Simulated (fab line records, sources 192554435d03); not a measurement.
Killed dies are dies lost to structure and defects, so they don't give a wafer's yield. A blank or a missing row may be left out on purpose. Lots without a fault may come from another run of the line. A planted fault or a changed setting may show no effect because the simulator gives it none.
Which tool did it? | flow n5_finfet | 24 lots, 72 wafers sampled, at 6 steps of a route of 1938

WHAT THE GAUGES READ, wafer by wafer
N5_DUMMY_GATE_THK_MEAS_05.
lot  | measured    | on            | thk_nm (nm)
L074 | day 2 17:46 | film_metro-02 | 71.0 71.6 72.9
L075 | day 2 23:20 | film_metro-02 | 72.7 73.1 72.3
L076 | day 3 05:02 | film_metro-02 | 73.2 72.3 73.1
L077 | day 3 12:35 | film_metro-02 | 71.7 73.5 72.3
L078 | day 3 19:29 | film_metro-02 | 71.0 70.3 70.4
L079 | day 4 00:42 | film_metro-02 | 73.4 71.5 72.7
L080 | day 4 04:25 | film_metro-02 | 73.0 71.7 72.8
L081 | day 4 10:35 | film_metro-02 | 70.8 72.8 73.6
L082 | day 4 17:56 | film_metro-02 | 72.2 72.5 72.5
L083 | day 4 22:53 | film_metro-02 | 70.4 71.4 71.0
L084 | day 5 06:28 | film_metro-02 | 73.3 73.2 70.5
L085 | day 5 16:24 | film_metro-01 | 73.2 71.7 73.9
L086 | day 5 19:58 | film_metro-02 | 70.7 73.2 71.9
L087 | day 6 00:51 | film_metro-02 | 72.2 73.6 72.6
L088 | day 6 08:29 | film_metro-01 | 71.7 71.2 73.0
L089 | day 6 10:53 | film_metro-01 | 72.7 71.0 72.4
L090 | day 6 18:16 | film_metro-01 | 72.2 71.4 71.2
L091 | day 6 23:01 | film_metro-01 | 71.4 70.5 71.2
L092 | day 7 05:56 | film_metro-02 | 70.6 72.0 71.7
L093 | day 7 11:46 | film_metro-01 | 72.2 71.3 71.7
L094 | day 7 19:40 | film_metro-01 | 71.6 73.2 73.8
L095 | day 7 23:59 | film_metro-01 | 71.7 71.9 71.7
L096 | day 8 05:13 | film_metro-02 | 71.5 71.4 71.9
L097 | day 8 10:43 | film_metro-02 | 72.1 74.3 72.5

N5_DUMMY_GATE_INSPECT_17: inspects for defects (brightfield).
lot  | measured    | on                | raw_defect_count
L074 | day 2 22:10 | defect_inspect-02 | 196 166 211
L075 | day 3 03:46 | defect_inspect-02 | 110 185 137
L076 | day 3 09:34 | defect_inspect-02 | 228 245 160
L077 | day 3 16:59 | defect_inspect-01 | 199 146 148
L078 | day 4 01:50 | defect_inspect-01 | 168 168 178
L079 | day 4 05:44 | defect_inspect-01 | 255 142 223
L080 | day 4 08:48 | defect_inspect-02 | 134 219 175
L081 | day 4 14:58 | defect_inspect-02 | 184 187 124
L082 | day 4 22:28 | defect_inspect-02 | 275 247 260
L083 | day 5 03:24 | defect_inspect-02 | 181 210 179
L084 | day 5 10:59 | defect_inspect-01 | 163 214 231
L085 | day 5 20:55 | defect_inspect-02 | 244 179 190
L086 | day 6 00:28 | defect_inspect-02 | 205 214 255
L087 | day 6 05:22 | defect_inspect-01 | 215 188 228
L088 | day 6 13:03 | defect_inspect-02 | 153 182 198
L089 | day 6 15:16 | defect_inspect-02 | 186 149 185
L090 | day 6 22:47 | defect_inspect-02 | 179 270 186
L091 | day 7 03:24 | defect_inspect-02 | 280 172 131
L092 | day 7 12:17 | defect_inspect-01 | 130 256 119
L093 | day 7 16:09 | defect_inspect-02 | 172 150 139
L094 | day 8 00:04 | defect_inspect-02 | 190 227 185
L095 | day 8 04:24 | defect_inspect-01 | 172 218 151
L096 | day 8 11:41 | defect_inspect-02 | 221 124 150
L097 | day 8 15:14 | defect_inspect-01 | 161 149 145

WHICH TOOL RAN EACH LOT (tool, then ch and the chambers of the sampled wafers, then the start)
lot  | N5_FIN_CUT_ETCH_30                | N5_FIN_CUT_STRIP_24               | N5_FIN_CUT_PRECLEAN_35            | N5_STI_FIN_REVEAL_ALD_00
L074 | rie_diel-01 ch 1,2, day 2 03:13   | rie_diel-01 ch 1,2, day 2 03:36   | vapor_etch-01 ch 0,1, day 2 03:44 | ald_sin-01 ch 1,2, day 2 04:53
L075 | rie_diel-01 ch 0,1,3, day 2 08:50 | rie_diel-01 ch 0,1,3, day 2 09:13 | vapor_etch-02 ch 0,1, day 2 09:40 | ald_sin-03 ch 2,3, day 2 10:02
L076 | rie_diel-05 ch 2,3, day 2 14:07   | rie_diel-05 ch 2,3, day 2 14:29   | vapor_etch-02 ch 0, day 2 14:37   | ald_sin-03 ch 0,1,3, day 2 15:22
L077 | rie_diel-05 ch 1,3, day 2 21:38   | rie_diel-05 ch 1,3, day 2 22:01   | vapor_etch-01 ch 0,1, day 2 22:09 | ald_sin-02 ch 1,3, day 2 22:33
L078 | rie_diel-03 ch 0,3, day 3 04:18   | rie_diel-03 ch 0,3, day 3 04:41   | vapor_etch-02 ch 0,1, day 3 04:49 | ald_sin-03 ch 0,2,3, day 3 06:35
L079 | rie_diel-01 ch 0,1, day 3 10:37   | rie_diel-01 ch 0,1, day 3 11:00   | vapor_etch-01 ch 1, day 3 11:08   | ald_sin-01 ch 0,1, day 3 11:32
L080 | rie_diel-05 ch 1,2,3, day 3 14:30 | rie_diel-05 ch 1,2,3, day 3 14:53 | vapor_etch-02 ch 1, day 3 15:01   | ald_sin-02 ch 0,1,3, day 3 15:27
L081 | rie_diel-03 ch 1,2,3, day 3 20:49 | rie_diel-03 ch 1,2,3, day 3 21:11 | vapor_etch-02 ch 0,1, day 3 21:20 | ald_sin-03 ch 0,1, day 3 21:43
L082 | rie_diel-01 ch 0,2, day 4 03:43   | rie_diel-01 ch 0,2, day 4 04:05   | vapor_etch-01 ch 0,1, day 4 04:14 | ald_sin-01 ch 0,1,3, day 4 04:43
L083 | rie_diel-01 ch 0,2, day 4 08:32   | rie_diel-01 ch 0,2, day 4 08:55   | vapor_etch-02 ch 0,1, day 4 09:03 | ald_sin-01 ch 0,1,3, day 4 09:46
L084 | rie_diel-03 ch 0,2,3, day 4 15:18 | rie_diel-03 ch 0,2,3, day 4 15:41 | vapor_etch-01 ch 0,1, day 4 15:50 | ald_sin-02 ch 1,2, day 4 16:23
L085 | rie_diel-05 ch 0,2, day 4 23:50   | rie_diel-05 ch 0,2, day 5 00:14   | vapor_etch-02 ch 0,1, day 5 00:22 | ald_sin-03 ch 0,1,2, day 5 02:56
L086 | rie_diel-05 ch 0,2,3, day 5 05:59 | rie_diel-05 ch 0,2,3, day 5 06:22 | vapor_etch-01 ch 0,1, day 5 06:30 | ald_sin-02 ch 0,2,3, day 5 06:55
L087 | rie_diel-05 ch 1,2, day 5 10:43   | rie_diel-05 ch 1,2, day 5 11:06   | vapor_etch-02 ch 0,1, day 5 11:14 | ald_sin-02 ch 2,3, day 5 11:38
L088 | rie_diel-03 ch 0,3, day 5 16:46   | rie_diel-03 ch 0,3, day 5 17:09   | vapor_etch-01 ch 0,1, day 5 17:17 | ald_sin-03 ch 0,1,3, day 5 17:41
L089 | rie_diel-05 ch 0,1,2, day 5 21:01 | rie_diel-05 ch 0,1,2, day 5 21:24 | vapor_etch-01 ch 0,1, day 5 21:32 | ald_sin-03 ch 1,2, day 5 21:57
L090 | rie_diel-03 ch 0,3, day 6 04:04   | rie_diel-03 ch 0,3, day 6 04:26   | vapor_etch-01 ch 0,1, day 6 04:34 | ald_sin-01 ch 0,2, day 6 04:59
L091 | rie_diel-01 ch 0,3, day 6 09:05   | rie_diel-01 ch 0,3, day 6 09:28   | vapor_etch-02 ch 0,1, day 6 09:38 | ald_sin-01 ch 0,3, day 6 10:04
L092 | rie_diel-01 ch 0,1,2, day 6 15:50 | rie_diel-01 ch 0,1,2, day 6 16:13 | vapor_etch-01 ch 1, day 6 16:20   | ald_sin-03 ch 1,2, day 6 17:04
L093 | rie_diel-05 ch 1,2,3, day 6 21:25 | rie_diel-05 ch 1,2,3, day 6 21:48 | vapor_etch-01 ch 0,1, day 6 21:56 | ald_sin-02 ch 0,1,3, day 6 22:35
L094 | rie_diel-05 ch 0,1,3, day 7 03:50 | rie_diel-05 ch 0,1,3, day 7 04:13 | vapor_etch-01 ch 0,1, day 7 04:21 | ald_sin-02 ch 0,1,2, day 7 04:46
L095 | rie_diel-03 ch 0,2,3, day 7 09:26 | rie_diel-03 ch 0,2,3, day 7 09:49 | vapor_etch-01 ch 0,1, day 7 09:58 | ald_sin-03 ch 0,1,2, day 7 10:26
L096 | rie_diel-05 ch 1,2, day 7 14:44   | rie_diel-05 ch 1,2, day 7 15:07   | vapor_etch-01 ch 0, day 7 15:14   | ald_sin-02 ch 1,2,3, day 7 15:38
L097 | rie_diel-01 ch 2,3, day 7 20:40   | rie_diel-01 ch 2,3, day 7 21:02   | vapor_etch-02 ch 0,1, day 7 21:10 | ald_sin-01 ch 2,3, day 7 21:35
- N5_FIN_CUT_ETCH_30: etches underlayer in N2/H2, target depth 13 nm, time 10.4 s.
- N5_FIN_CUT_STRIP_24: strips in CF4.
- N5_FIN_CUT_PRECLEAN_35: cleans in vHF, time 13.3 s.
- N5_STI_FIN_REVEAL_ALD_00: deposits SiO2, target thk 1 nm, pulse time 1 s.

WHAT THE TOOLS THEMSELVES READ (means of the sampled wafers that have a number; where no wafer has one, the mark that the record gives instead)
N5_FIN_CUT_ETCH_30.
lot  | tool        | drypump_motor_current_A (A) | etch_rf_on_time_s (s) | oes_product_au (a.u.) | rf_vpp_V (V) | showerhead_plenum_p_Torr (Torr) | throttle_valve_pct (%)
L074 | rie_diel-01 | 6.2                         | 10.21                 | 0.64                  | 524.0        | 2.57                            | 18.11
L075 | rie_diel-01 | 5.6                         | 10.34                 | 0.60                  | 524.0        | 2.56                            | 17.90
L076 | rie_diel-05 | 6.6                         | 10.35                 | 0.68                  | 521.2        | 2.46                            | 17.80
L077 | rie_diel-05 | 6.5                         | 10.37                 | 0.66                  | 521.6        | 2.49                            | 17.96
L078 | rie_diel-03 | 5.4                         | 10.26                 | 0.65                  | 523.3        | 2.54                            | 17.75
L079 | rie_diel-01 | 5.9                         | 10.47                 | 0.58                  | 521.5        | 2.48                            | 17.96
L080 | rie_diel-05 | 6.3                         | 10.28                 | 0.64                  | 521.8        | 2.48                            | 17.98
L081 | rie_diel-03 | 5.3                         | 10.53                 | 0.66                  | 524.5        | 2.56                            | 17.64
L082 | rie_diel-01 | 6.1                         | 10.32                 | 0.63                  | 526.6        | 2.64                            | 18.09
L083 | rie_diel-01 | 6.2                         | 10.33                 | 0.64                  | 526.7        | 2.65                            | 18.18
L084 | rie_diel-03 | 5.3                         | 10.43                 | 0.65                  | 524.4        | 2.55                            | 17.70
L085 | rie_diel-05 | 5.7                         | 10.48                 | 0.69                  | 521.1        | 2.46                            | 17.76
L086 | rie_diel-05 | 5.9                         | 10.19                 | 0.71                  | 521.2        | 2.46                            | 17.75
L087 | rie_diel-05 | 6.1                         | 10.60                 | 0.60                  | 521.5        | 2.49                            | 18.18
L088 | rie_diel-03 | 5.3                         | 10.33                 | 0.66                  | 521.5        | 2.45                            | 17.72
L089 | rie_diel-05 | 5.6                         | 10.42                 | 0.67                  | 521.3        | 2.48                            | 17.91
L090 | rie_diel-03 | 5.3                         | 10.31                 | 0.66                  | 520.9        | 2.44                            | 17.73
L091 | rie_diel-01 | 5.6                         | 10.38                 | 0.59                  | 525.1        | 2.62                            | 17.99
L092 | rie_diel-01 | 6.1                         | 10.26                 | 0.69                  | 526.0        | 2.66                            | 17.95
L093 | rie_diel-05 | 6.3                         | 10.46                 | 0.62                  | 523.0        | 2.47                            | 18.04
L094 | rie_diel-05 | 5.8                         | 10.25                 | 0.67                  | 521.7        | 2.48                            | 17.91
L095 | rie_diel-03 | 5.3                         | 10.45                 | 0.64                  | 523.3        | 2.54                            | 17.74
L096 | rie_diel-05 | 6.1                         | 10.58                 | 0.60                  | 521.3        | 2.46                            | 18.06
L097 | rie_diel-01 | 5.4                         | 10.50                 | 0.59                  | 525.7        | 2.62                            | 17.99

N5_FIN_CUT_STRIP_24.
lot  | tool        | drypump_motor_current_A (A) | oes_product_au (a.u.) | rf_vpp_V (V) | showerhead_plenum_p_Torr (Torr) | throttle_valve_pct (%)
L074 | rie_diel-01 | 6.1                         | 0.74                  | 271.2        | 1.81                            | 13.77
L075 | rie_diel-01 | 5.5                         | 0.70                  | 271.3        | 1.80                            | 13.71
L076 | rie_diel-05 | 6.6                         | 0.78                  | 270.1        | 1.74                            | 13.55
L077 | rie_diel-05 | 6.5                         | 0.76                  | 270.5        | 1.75                            | 13.62
L078 | rie_diel-03 | 5.3                         | 0.76                  | 270.4        | 1.80                            | 13.48
L079 | rie_diel-01 | 5.9                         | 0.68                  | 270.6        | 1.74                            | 13.78
L080 | rie_diel-05 | 6.3                         | 0.74                  | 270.3        | 1.74                            | 13.67
L081 | rie_diel-03 | 5.2                         | 0.77                  | 272.1        | 1.80                            | 13.42
L082 | rie_diel-01 | 6.1                         | 0.72                  | 272.2        | 1.85                            | 13.79
L083 | rie_diel-01 | 6.2                         | 0.74                  | 272.5        | 1.86                            | 13.81
L084 | rie_diel-03 | 5.3                         | 0.76                  | 271.4        | 1.80                            | 13.47
L085 | rie_diel-05 | 5.7                         | 0.80                  | 269.9        | 1.73                            | 13.53
L086 | rie_diel-05 | 5.9                         | 0.81                  | 270.3        | 1.74                            | 13.49
L087 | rie_diel-05 | 6.1                         | 0.70                  | 270.7        | 1.75                            | 13.80
L088 | rie_diel-03 | 5.3                         | 0.76                  | 268.7        | 1.74                            | 13.47
L089 | rie_diel-05 | 5.6                         | 0.77                  | 271.0        | 1.75                            | 13.61
L090 | rie_diel-03 | 5.3                         | 0.76                  | 269.9        | 1.74                            | 13.49
L091 | rie_diel-01 | 5.6                         | 0.69                  | 272.0        | 1.84                            | 13.78
L092 | rie_diel-01 | 6.1                         | 0.78                  | 272.9        | 1.87                            | 13.65
L093 | rie_diel-05 | 6.3                         | 0.72                  | 269.6        | 1.74                            | 13.73
L094 | rie_diel-05 | 5.8                         | 0.77                  | 270.2        | 1.75                            | 13.60
L095 | rie_diel-03 | 5.3                         | 0.74                  | 272.6        | 1.80                            | 13.53
L096 | rie_diel-05 | 6.1                         | 0.70                  | 270.8        | 1.74                            | 13.77
L097 | rie_diel-01 | 5.4                         | 0.69                  | 271.9        | 1.84                            | 13.75

N5_FIN_CUT_PRECLEAN_35.
lot  | tool          | drypump_motor_current_A (A)
L074 | vapor_etch-01 | 6.2
L075 | vapor_etch-02 | 5.6
L076 | vapor_etch-02 | 5.7
L077 | vapor_etch-01 | 6.2
L078 | vapor_etch-02 | 5.6
L079 | vapor_etch-01 | 6.4
L080 | vapor_etch-02 | 5.3
L081 | vapor_etch-02 | 5.4
L082 | vapor_etch-01 | 6.1
L083 | vapor_etch-02 | 5.4
L084 | vapor_etch-01 | 6.2
L085 | vapor_etch-02 | 5.4
L086 | vapor_etch-01 | 6.2
L087 | vapor_etch-02 | 5.6
L088 | vapor_etch-01 | 6.1
L089 | vapor_etch-01 | 6.1
L090 | vapor_etch-01 | 6.1
L091 | vapor_etch-02 | 5.6
L092 | vapor_etch-01 | 6.4
L093 | vapor_etch-01 | 6.2
L094 | vapor_etch-01 | 6.1
L095 | vapor_etch-01 | 6.2
L096 | vapor_etch-01 | 5.9
L097 | vapor_etch-02 | 5.4

N5_STI_FIN_REVEAL_ALD_00.
lot  | tool       | heater_power_outer_w (W) | heater_power_w (W) | precursor_pulse_height_rel
L074 | ald_sin-01 | 303                      | 519                | 1.003
L075 | ald_sin-03 | 199                      | 370                | 0.997
L076 | ald_sin-03 | 245                      | 440                | 0.997
L077 | ald_sin-02 | 241                      | 443                | 1.015
L078 | ald_sin-03 | 234                      | 419                | 1.010
L079 | ald_sin-01 | 286                      | 502                | 1.012
L080 | ald_sin-02 | 256                      | 468                | 1.008
L081 | ald_sin-03 | 254                      | 476                | 0.996
L082 | ald_sin-01 | 252                      | 457                | 1.022
L083 | ald_sin-01 | 254                      | 459                | 0.991
L084 | ald_sin-02 | 248                      | 454                | 1.016
L085 | ald_sin-03 | 242                      | 439                | 0.985
L086 | ald_sin-02 | 262                      | 488                | 1.013
L087 | ald_sin-02 | 266                      | 474                | 1.011
L088 | ald_sin-03 | 247                      | 451                | 0.976
L089 | ald_sin-03 | 221                      | 421                | 0.989
L090 | ald_sin-01 | 257                      | 447                | 0.984
L091 | ald_sin-01 | 203                      | 391                | 1.018
L092 | ald_sin-03 | 207                      | 394                | 1.013
L093 | ald_sin-02 | 250                      | 461                | 1.012
L094 | ald_sin-02 | 259                      | 480                | 1.009
L095 | ald_sin-03 | 238                      | 445                | 1.025
L096 | ald_sin-02 | 255                      | 460                | 1.012
L097 | ald_sin-01 | 264                      | 454                | 0.986

THE ANSWER, worked out from the rows above alone
Rule: what is usual is taken from the lots themselves. Put in order of their means at a reading, lots are off if they are a third of the lots or fewer, leave a main group of 4 or more, and stand apart from it by a gap of 3 or more times the standard deviation of the main group's means; of several such gaps the widest counts. A main group whose means are all the same, to the digits that the tables above print for the reading, isn't used. A lot without any number at a reading at which 4 lots or more have one is off too. The other lots that the step has rows for count as sound. The gauges are gone through in route order, then the tools' own readings, and for those a lot's mean is taken as printed above. The first step at which some lot is off is used, and at that step the reading that is off furthest; a lot without a number counts as furthest.
No lot is off at any reading shown: from this, nothing can be told.

WHAT THE SIMULATOR HAD PUT IN
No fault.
